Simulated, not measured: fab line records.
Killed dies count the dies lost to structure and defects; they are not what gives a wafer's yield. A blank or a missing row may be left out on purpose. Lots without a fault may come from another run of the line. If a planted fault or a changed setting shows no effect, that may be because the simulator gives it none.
Which of the tools did it? || flow nand-harc || 13 lots with 39 wafers sampled at 5 steps, on a route of 1159 steps

## WHAT THE GAUGES SHOWED, per wafer
NHARC_END_SORT_01.
{"lot": "L798", "measured": "day 19 12:34", "on": "prober-02", "defect-limited-yield (%)": "97.3 97.8 96.3", "killed-at-array": "14 13 23", "killed-at-other": "0 0 0", "killed-at-periphery": "4 2 2", "killed-dies": "18 15 25", "killed-open": "5 1 4", "killed-short": "2 2 0", "sort_bin_2_pct (%)": "1.3 1.3 1.2", "sort_bin_3_pct (%)": "0.44 0 0", "sort_bin_4_pct (%)": "0.9 0.9 2.5", "sort-n-pass": "659 662 652", "sort-rim-yield-pct (%)": "95 98 92", "sort-yield-pct (%)": "97.3 97.8 96.3"}
{"lot": "L802", "measured": "day 20 05:04", "on": "prober-02", "defect-limited-yield (%)": "93.1 94.2 93.1", "killed-at-array": "43 30 43", "killed-at-other": "0 1 0", "killed-at-periphery": "4 8 4", "killed-dies": "47 39 47", "killed-open": "7 2 13", "killed-short": "1 3 6", "sort_bin_2_pct (%)": "1.5 1.3 1.3", "sort_bin_3_pct (%)": "0.44 0.44 0.44", "sort_bin_4_pct (%)": "5.0 4.0 5.2", "sort-n-pass": "630 638 630", "sort-rim-yield-pct (%)": "94 94 85", "sort-yield-pct (%)": "93.1 94.2 93.1"}
{"lot": "L803", "measured": "day 21 04:41", "on": "prober-01", "defect-limited-yield (%)": "96.2 96.8 96.0", "killed-at-array": "21 17 17", "killed-at-other": "1 0 1", "killed-at-periphery": "4 5 9", "killed-dies": "26 22 27", "killed-open": "3 5 2", "killed-short": "1 1 0", "sort_bin_2_pct (%)": "0.7 1.3 1.5", "sort_bin_3_pct (%)": "0.59 0 0.44", "sort_bin_4_pct (%)": "2.5 1.9 2.1", "sort-n-pass": "651 655 650", "sort-rim-yield-pct (%)": "94 97 93", "sort-yield-pct (%)": "96.2 96.8 96.0"}
{"lot": "L805", "measured": "day 21 03:53", "on": "prober-02", "defect-limited-yield (%)": "98.4 98.8 98.5", "killed-at-array": "7 7 7", "killed-at-other": "1 1 1", "killed-at-periphery": "3 0 2", "killed-dies": "11 8 10", "killed-open": "1 3 1", "killed-short": "1 0 0", "sort_bin_2_pct (%)": "0.7 0.3 0.4", "sort_bin_3_pct (%)": "0.15 0.30 0.15", "sort_bin_4_pct (%)": "0.7 0.6 0.9", "sort-n-pass": "666 669 667", "sort-rim-yield-pct (%)": "98 98 96", "sort-yield-pct (%)": "98.4 98.8 98.5"}
{"lot": "L807", "measured": "day 21 19:27", "on": "prober-02", "defect-limited-yield (%)": "95.6 96.8 96.5", "killed-at-array": "18 17 16", "killed-at-other": "0 0 0", "killed-at-periphery": "12 5 8", "killed-dies": "30 22 24", "killed-open": "4 2 3", "killed-short": "2 1 1", "sort_bin_2_pct (%)": "1.8 1.0 0.6", "sort_bin_3_pct (%)": "0.15 0.30 0.15", "sort_bin_4_pct (%)": "2.5 1.9 2.8", "sort-n-pass": "647 655 653", "sort-rim-yield-pct (%)": "90 92 94", "sort-yield-pct (%)": "95.6 96.8 96.5"}
{"lot": "L806", "measured": "day 21 11:39", "on": "prober-02", "defect-limited-yield (%)": "97.0 97.0 96.2", "killed-at-array": "18 16 24", "killed-at-other": "1 0 0", "killed-at-periphery": "1 4 2", "killed-dies": "20 20 26", "killed-open": "1 5 3", "killed-short": "2 3 2", "sort_bin_2_pct (%)": "0.6 1.3 1.2", "sort_bin_3_pct (%)": "0.15 0.30 0.15", "sort_bin_4_pct (%)": "2.2 1.3 2.5", "sort-n-pass": "657 657 651", "sort-rim-yield-pct (%)": "97 97 96", "sort-yield-pct (%)": "97.0 97.0 96.2"}
{"lot": "L809", "measured": "day 22 03:17", "on": "prober-01", "defect-limited-yield (%)": "96.3 95.9 97.0", "killed-at-array": "17 19 16", "killed-at-other": "4 3 1", "killed-at-periphery": "4 6 3", "killed-dies": "25 28 20", "killed-open": "2 5 4", "killed-short": "3 2 1", "sort_bin_2_pct (%)": "1.5 0.6 1.3", "sort_bin_3_pct (%)": "0 0.30 0.30", "sort_bin_4_pct (%)": "2.2 3.2 1.3", "sort-n-pass": "652 649 657", "sort-rim-yield-pct (%)": "97 97 95", "sort-yield-pct (%)": "96.3 95.9 97.0"}
{"lot": "L814", "measured": "day 23 04:22", "on": "prober-01", "defect-limited-yield (%)": "86.4 96.6 96.2", "killed-at-array": "9 13 15", "killed-at-other": "0 0 0", "killed-at-periphery": "83 10 11", "killed-dies": "92 23 26", "killed-open": "1 1 2", "killed-short": "0 2 3", "sort_bin_2_pct (%)": "6.2 0.6 0.6", "sort_bin_3_pct (%)": "3.55 0.44 0.15", "sort_bin_4_pct (%)": "3.8 2.4 3.1", "sort-n-pass": "585 654 651", "sort-rim-yield-pct (%)": "85 97 97", "sort-yield-pct (%)": "86.4 96.6 96.2"}
{"lot": "L815", "measured": "day 23 20:19", "on": "prober-01", "defect-limited-yield (%)": "94.1 94.7 93.9", "killed-at-array": "36 33 37", "killed-at-other": "2 0 2", "killed-at-periphery": "2 3 2", "killed-dies": "40 36 41", "killed-open": "2 2 2", "killed-short": "1 3 0", "sort_bin_2_pct (%)": "1.8 2.5 3.0", "sort_bin_3_pct (%)": "0 0.15 0.30", "sort_bin_4_pct (%)": "4.1 2.7 2.8", "sort-n-pass": "637 641 636", "sort-rim-yield-pct (%)": "92 92 92", "sort-yield-pct (%)": "94.1 94.7 93.9"}
{"lot": "L817", "measured": "day 23 12:20", "on": "prober-01", "defect-limited-yield (%)": "98.2 97.5 96.5", "killed-at-array": "10 15 18", "killed-at-other": "0 0 1", "killed-at-periphery": "2 2 5", "killed-dies": "12 17 24", "killed-open": "0 1 7", "killed-short": "1 0 1", "sort_bin_2_pct (%)": "0.7 0.4 1.5", "sort_bin_3_pct (%)": "0.15 0.30 0", "sort_bin_4_pct (%)": "0.9 1.8 2.1", "sort-n-pass": "665 660 653", "sort-rim-yield-pct (%)": "96 97 95", "sort-yield-pct (%)": "98.2 97.5 96.5"}
{"lot": "L818", "measured": "day 24 07:19", "on": "prober-01", "defect-limited-yield (%)": "95.6 93.9 95.9", "killed-at-array": "28 33 24", "killed-at-other": "0 0 1", "killed-at-periphery": "2 8 3", "killed-dies": "30 41 28", "killed-open": "4 3 1", "killed-short": "3 1 2", "sort_bin_2_pct (%)": "1.2 2.2 1.0", "sort_bin_3_pct (%)": "0.44 0.15 0.30", "sort_bin_4_pct (%)": "2.8 3.7 2.8", "sort-n-pass": "647 636 649", "sort-rim-yield-pct (%)": "95 90 96", "sort-yield-pct (%)": "95.6 93.9 95.9"}
{"lot": "L819", "measured": "day 24 21:12", "on": "prober-01", "defect-limited-yield (%)": "96.8 97.5 96.8", "killed-at-array": "14 13 14", "killed-at-other": "0 0 0", "killed-at-periphery": "8 4 8", "killed-dies": "22 17 22", "killed-open": "4 5 4", "killed-short": "0 2 3", "sort_bin_2_pct (%)": "0.7 0.9 0.7", "sort_bin_3_pct (%)": "0.15 0 0.15", "sort_bin_4_pct (%)": "2.4 1.6 2.4", "sort-n-pass": "655 660 655", "sort-rim-yield-pct (%)": "95 97 96", "sort-yield-pct (%)": "96.8 97.5 96.8"}
{"lot": "L821", "measured": "day 24 15:49", "on": "prober-02", "defect-limited-yield (%)": "95.1 94.4 94.7", "killed-at-array": "30 33 34", "killed-at-other": "3 0 1", "killed-at-periphery": "0 5 1", "killed-dies": "33 38 36", "killed-open": "1 6 4", "killed-short": "2 2 0", "sort_bin_2_pct (%)": "2.1 1.6 1.5", "sort_bin_3_pct (%)": "0.15 0.59 0.15", "sort_bin_4_pct (%)": "2.7 3.4 3.7", "sort-n-pass": "644 639 641", "sort-rim-yield-pct (%)": "93 91 92", "sort-yield-pct (%)": "95.1 94.4 94.7"}

## WHAT TOOL EACH LOT RAN ON (gives the tool, then ch and the chambers of the sampled wafers, and finally the start)
{"lot": "L798", "NHARC_P_BONDPAD_PVD_17": "pvd-sputter-02, day 6 12:14", "NHARC_THIN_TSV_CMP_01": "cmp-03 ch 0,2,3, day 18 21:53", "NHARC_THIN_TSV_DEP_43": "pecvd-04 ch 0,2, day 18 22:20", "NHARC_THIN_TSV_CMP_21": "cmp-02 ch 0,1,3, day 19 03:52"}
{"lot": "L802", "NHARC_P_BONDPAD_PVD_17": "pvd-sputter-01, day 7 10:01", "NHARC_THIN_TSV_CMP_01": "cmp-02 ch 0,2, day 19 12:21", "NHARC_THIN_TSV_DEP_43": "pecvd-02 ch 0,1, day 19 12:52", "NHARC_THIN_TSV_CMP_21": "cmp-01 ch 1,2, day 19 18:11"}
{"lot": "L803", "NHARC_P_BONDPAD_PVD_17": "pvd-sputter-02, day 7 19:08", "NHARC_THIN_TSV_CMP_01": "cmp-02 ch 0,3, day 20 11:50", "NHARC_THIN_TSV_DEP_43": "pecvd-04 ch 0,1,2, day 20 12:20", "NHARC_THIN_TSV_CMP_21": "cmp-02 ch 1,2,3, day 20 17:40"}
{"lot": "L805", "NHARC_P_BONDPAD_PVD_17": "pvd-sputter-02, day 7 22:29", "NHARC_THIN_TSV_CMP_01": "cmp-03 ch 0,1,3, day 20 14:14", "NHARC_THIN_TSV_DEP_43": "pecvd-02 ch 0,2, day 20 14:41", "NHARC_THIN_TSV_CMP_21": "cmp-03 ch 1,2,3, day 20 19:56"}
{"lot": "L807", "NHARC_P_BONDPAD_PVD_17": "pvd-sputter-03, day 8 12:53", "NHARC_THIN_TSV_CMP_01": "cmp-01 ch 1,2,3, day 20 17:51", "NHARC_THIN_TSV_DEP_43": "pecvd-01 ch 0,1, day 20 18:17", "NHARC_THIN_TSV_CMP_21": "cmp-03 ch 0,1,3, day 20 23:34"}
{"lot": "L806", "NHARC_P_BONDPAD_PVD_17": "pvd-sputter-03, day 8 14:29", "NHARC_THIN_TSV_CMP_01": "cmp-01 ch 1,2, day 20 15:25", "NHARC_THIN_TSV_DEP_43": "pecvd-04 ch 1,2, day 20 15:55", "NHARC_THIN_TSV_CMP_21": "cmp-02 ch 0,1,2, day 20 21:24"}
{"lot": "L809", "NHARC_P_BONDPAD_PVD_17": "pvd-sputter-03, day 9 06:34", "NHARC_THIN_TSV_CMP_01": "cmp-03 ch 0,2,3, day 21 10:15", "NHARC_THIN_TSV_DEP_43": "pecvd-02 ch 0,1, day 21 10:47", "NHARC_THIN_TSV_CMP_21": "cmp-02 ch 1,2, day 21 15:55"}
{"lot": "L814", "NHARC_P_BONDPAD_PVD_17": "pvd-sputter-03, day 10 15:09", "NHARC_THIN_TSV_CMP_01": "cmp-01 ch 1,2, day 22 12:11", "NHARC_THIN_TSV_DEP_43": "pecvd-01 ch 0,1,2, day 22 12:41", "NHARC_THIN_TSV_CMP_21": "cmp-01 ch 0,3, day 22 17:47"}
{"lot": "L815", "NHARC_P_BONDPAD_PVD_17": "pvd-sputter-02, day 10 15:50", "NHARC_THIN_TSV_CMP_01": "cmp-01 ch 0,3, day 23 04:21", "NHARC_THIN_TSV_DEP_43": "pecvd-02 ch 0,1,2, day 23 04:52", "NHARC_THIN_TSV_CMP_21": "cmp-01 ch 0,3, day 23 09:58"}
{"lot": "L817", "NHARC_P_BONDPAD_PVD_17": "pvd-sputter-02, day 10 20:46", "NHARC_THIN_TSV_CMP_01": "cmp-03 ch 1,2, day 22 20:14", "NHARC_THIN_TSV_DEP_43": "pecvd-04 ch 1,2, day 22 20:51", "NHARC_THIN_TSV_CMP_21": "cmp-03 ch 1,2, day 23 01:59"}
{"lot": "L818", "NHARC_P_BONDPAD_PVD_17": "pvd-sputter-01, day 11 19:38", "NHARC_THIN_TSV_CMP_01": "cmp-03 ch 0,1,2, day 23 13:14", "NHARC_THIN_TSV_DEP_43": "pecvd-04 ch 0,2, day 23 13:47", "NHARC_THIN_TSV_CMP_21": "cmp-01 ch 0,3, day 23 20:30"}
{"lot": "L819", "NHARC_P_BONDPAD_PVD_17": "pvd-sputter-02, day 11 19:48", "NHARC_THIN_TSV_CMP_01": "cmp-02 ch 0,2,3, day 24 05:06", "NHARC_THIN_TSV_DEP_43": "pecvd-01 ch 1,2, day 24 05:37", "NHARC_THIN_TSV_CMP_21": "cmp-03 ch 0,1,3, day 24 10:56"}
{"lot": "L821", "NHARC_P_BONDPAD_PVD_17": "pvd-sputter-02, day 11 22:27", "NHARC_THIN_TSV_CMP_01": "cmp-01 ch 0,1, day 23 15:36", "NHARC_THIN_TSV_DEP_43": "pecvd-04 ch 0,1,2, day 23 16:11", "NHARC_THIN_TSV_CMP_21": "cmp-01 ch 1,2, day 23 22:26"}
- NHARC_P_BONDPAD_PVD_17: deposits TaN, target thk 5 nm, time 8.06 s.
- NHARC_THIN_TSV_CMP_01: polishes.
- NHARC_THIN_TSV_DEP_43: deposits SiO2, target thk 1328.5 nm.
- NHARC_THIN_TSV_CMP_21: polishes, t overpolish 30 s, target thk 2000 nm.

## AS READ BY THE TOOLS THEMSELVES (means over the sampled wafers that have a number; for cases with no such wafer, the mark the record gives instead)
NHARC_P_BONDPAD_PVD_17.
{"lot": "L798", "tool": "pvd-sputter-02", "throttle-valve-pct (%)": 29.2}
{"lot": "L802", "tool": "pvd-sputter-01", "throttle-valve-pct (%)": 30.1}
{"lot": "L803", "tool": "pvd-sputter-02", "throttle-valve-pct (%)": 29.3}
{"lot": "L805", "tool": "pvd-sputter-02", "throttle-valve-pct (%)": 30.0}
{"lot": "L807", "tool": "pvd-sputter-03", "throttle-valve-pct (%)": 30.1}
{"lot": "L806", "tool": "pvd-sputter-03", "throttle-valve-pct (%)": 28.7}
{"lot": "L809", "tool": "pvd-sputter-03", "throttle-valve-pct (%)": 29.5}
{"lot": "L814", "tool": "pvd-sputter-03", "throttle-valve-pct (%)": 30.1}
{"lot": "L815", "tool": "pvd-sputter-02", "throttle-valve-pct (%)": 30.7}
{"lot": "L817", "tool": "pvd-sputter-02", "throttle-valve-pct (%)": 30.2}
{"lot": "L818", "tool": "pvd-sputter-01", "throttle-valve-pct (%)": 30.4}
{"lot": "L819", "tool": "pvd-sputter-02", "throttle-valve-pct (%)": 29.6}
{"lot": "L821", "tool": "pvd-sputter-02", "throttle-valve-pct (%)": 31.2}

NHARC_THIN_TSV_CMP_01.
{"lot": "L798", "tool": "cmp-03", "motor-current-A (A)": 10.6, "retaining-ring-pressure-frac": 1.001}
{"lot": "L802", "tool": "cmp-02", "motor-current-A (A)": 11.5, "retaining-ring-pressure-frac": 1.001}
{"lot": "L803", "tool": "cmp-02", "motor-current-A (A)": 12.4, "retaining-ring-pressure-frac": 0.998}
{"lot": "L805", "tool": "cmp-03", "motor-current-A (A)": 10.5, "retaining-ring-pressure-frac": 0.996}
{"lot": "L807", "tool": "cmp-01", "motor-current-A (A)": 11.4, "retaining-ring-pressure-frac": 0.998}
{"lot": "L806", "tool": "cmp-01", "motor-current-A (A)": 11.0, "retaining-ring-pressure-frac": 1.000}
{"lot": "L809", "tool": "cmp-03", "motor-current-A (A)": 10.5, "retaining-ring-pressure-frac": 1.001}
{"lot": "L814", "tool": "cmp-01", "motor-current-A (A)": 11.3, "retaining-ring-pressure-frac": 0.997}
{"lot": "L815", "tool": "cmp-01", "motor-current-A (A)": 11.9, "retaining-ring-pressure-frac": 1.003}
{"lot": "L817", "tool": "cmp-03", "motor-current-A (A)": 11.5, "retaining-ring-pressure-frac": 0.996}
{"lot": "L818", "tool": "cmp-03", "motor-current-A (A)": 11.2, "retaining-ring-pressure-frac": 0.999}
{"lot": "L819", "tool": "cmp-02", "motor-current-A (A)": 12.0, "retaining-ring-pressure-frac": 1.000}
{"lot": "L821", "tool": "cmp-01", "motor-current-A (A)": 12.7, "retaining-ring-pressure-frac": 0.998}

NHARC_THIN_TSV_DEP_43.
{"lot": "L798", "tool": "pecvd-04", "flow-sccm (sccm)": 2651, "throttle-valve-pct (%)": 15.2}
{"lot": "L802", "tool": "pecvd-02", "flow-sccm (sccm)": 2641, "throttle-valve-pct (%)": 15.6}
{"lot": "L803", "tool": "pecvd-04", "flow-sccm (sccm)": 2653, "throttle-valve-pct (%)": 15.5}
{"lot": "L805", "tool": "pecvd-02", "flow-sccm (sccm)": 2638, "throttle-valve-pct (%)": 16.2}
{"lot": "L807", "tool": "pecvd-01", "flow-sccm (sccm)": 2646, "throttle-valve-pct (%)": 16.2}
{"lot": "L806", "tool": "pecvd-04", "flow-sccm (sccm)": 2669, "throttle-valve-pct (%)": 15.9}
{"lot": "L809", "tool": "pecvd-02", "flow-sccm (sccm)": 2654, "throttle-valve-pct (%)": 15.6}
{"lot": "L814", "tool": "pecvd-01", "flow-sccm (sccm)": 2649, "throttle-valve-pct (%)": 16.0}
{"lot": "L815", "tool": "pecvd-02", "flow-sccm (sccm)": 2651, "throttle-valve-pct (%)": 15.5}
{"lot": "L817", "tool": "pecvd-04", "flow-sccm (sccm)": 2645, "throttle-valve-pct (%)": 15.4}
{"lot": "L818", "tool": "pecvd-04", "flow-sccm (sccm)": 2653, "throttle-valve-pct (%)": 15.4}
{"lot": "L819", "tool": "pecvd-01", "flow-sccm (sccm)": 2653, "throttle-valve-pct (%)": 16.3}
{"lot": "L821", "tool": "pecvd-04", "flow-sccm (sccm)": 2651, "throttle-valve-pct (%)": 15.6}

NHARC_THIN_TSV_CMP_21.
{"lot": "L798", "tool": "cmp-02", "motor-current-A (A)": 11.9, "overpolish-run-s (s)": 29.986, "retaining-ring-pressure-frac": 1.004}
{"lot": "L802", "tool": "cmp-01", "motor-current-A (A)": 11.7, "overpolish-run-s (s)": 30.000, "retaining-ring-pressure-frac": 0.998}
{"lot": "L803", "tool": "cmp-02", "motor-current-A (A)": 12.5, "overpolish-run-s (s)": 29.999, "retaining-ring-pressure-frac": 1.004}
{"lot": "L805", "tool": "cmp-03", "motor-current-A (A)": 10.9, "overpolish-run-s (s)": 30.002, "retaining-ring-pressure-frac": 0.994}
{"lot": "L807", "tool": "cmp-03", "motor-current-A (A)": 10.5, "overpolish-run-s (s)": 30.000, "retaining-ring-pressure-frac": 1.001}
{"lot": "L806", "tool": "cmp-02", "motor-current-A (A)": 11.5, "overpolish-run-s (s)": 29.995, "retaining-ring-pressure-frac": 0.999}
{"lot": "L809", "tool": "cmp-02", "motor-current-A (A)": 11.6, "overpolish-run-s (s)": 29.997, "retaining-ring-pressure-frac": 1.000}
{"lot": "L814", "tool": "cmp-01", "motor-current-A (A)": 12.4, "overpolish-run-s (s)": 29.996, "retaining-ring-pressure-frac": 0.998}
{"lot": "L815", "tool": "cmp-01", "motor-current-A (A)": 11.6, "overpolish-run-s (s)": 30.004, "retaining-ring-pressure-frac": 0.996}
{"lot": "L817", "tool": "cmp-03", "motor-current-A (A)": 11.6, "overpolish-run-s (s)": 29.996, "retaining-ring-pressure-frac": 0.998}
{"lot": "L818", "tool": "cmp-01", "motor-current-A (A)": 12.0, "overpolish-run-s (s)": 29.997, "retaining-ring-pressure-frac": 1.001}
{"lot": "L819", "tool": "cmp-03", "motor-current-A (A)": 10.5, "overpolish-run-s (s)": 30.000, "retaining-ring-pressure-frac": 0.996}
{"lot": "L821", "tool": "cmp-01", "motor-current-A (A)": 11.8, "overpolish-run-s (s)": 29.999, "retaining-ring-pressure-frac": 1.002}

## THE ANSWER, worked out from the rows above alone
Rule: the usual values come from the lots themselves. The widest of any qualifying gaps counts: lots, ordered by their means at a reading, are off when they make up no more than a third of the lots, leave a main group of 4 or more, and stand apart from it by 3 or more times the standard deviation of that group's means. A main group whose means are all the same, to the digits that the tables above print for the reading, isn't used. Also off: a lot with no number at a reading for which 4 or more lots have one. Any other lot the step has rows for is counted as sound. The gauges are gone through in route order, then the tools' own readings, and for those a lot's mean is taken as printed above. The first step at which some lot is off is used, and at that step the reading that is off furthest; a lot without a number counts as furthest.
Off at NHARC_END_SORT_01 (killed-at-periphery): L814. Main group: mean 4.1, sd 2.
A tool fits if, at a process step before that reading, it ran every lot that is off, and no sound lot after the first of them. Those tools and the gauges at NHARC_END_SORT_01 are tried in the same way. One candidate fits, namely pvd-sputter-03 at NHARC_P_BONDPAD_PVD_17. Its last sound lot is L809 (day 9 06:34), its first lot that is off L814 (day 10 15:09): a fault that began between those two fits.

## WHAT THE SIMULATOR HAD PUT IN
Chamber particle source: pvd-sputter-03, from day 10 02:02 on, at NHARC_P_BONDPAD_PVD_17. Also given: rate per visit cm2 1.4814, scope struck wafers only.
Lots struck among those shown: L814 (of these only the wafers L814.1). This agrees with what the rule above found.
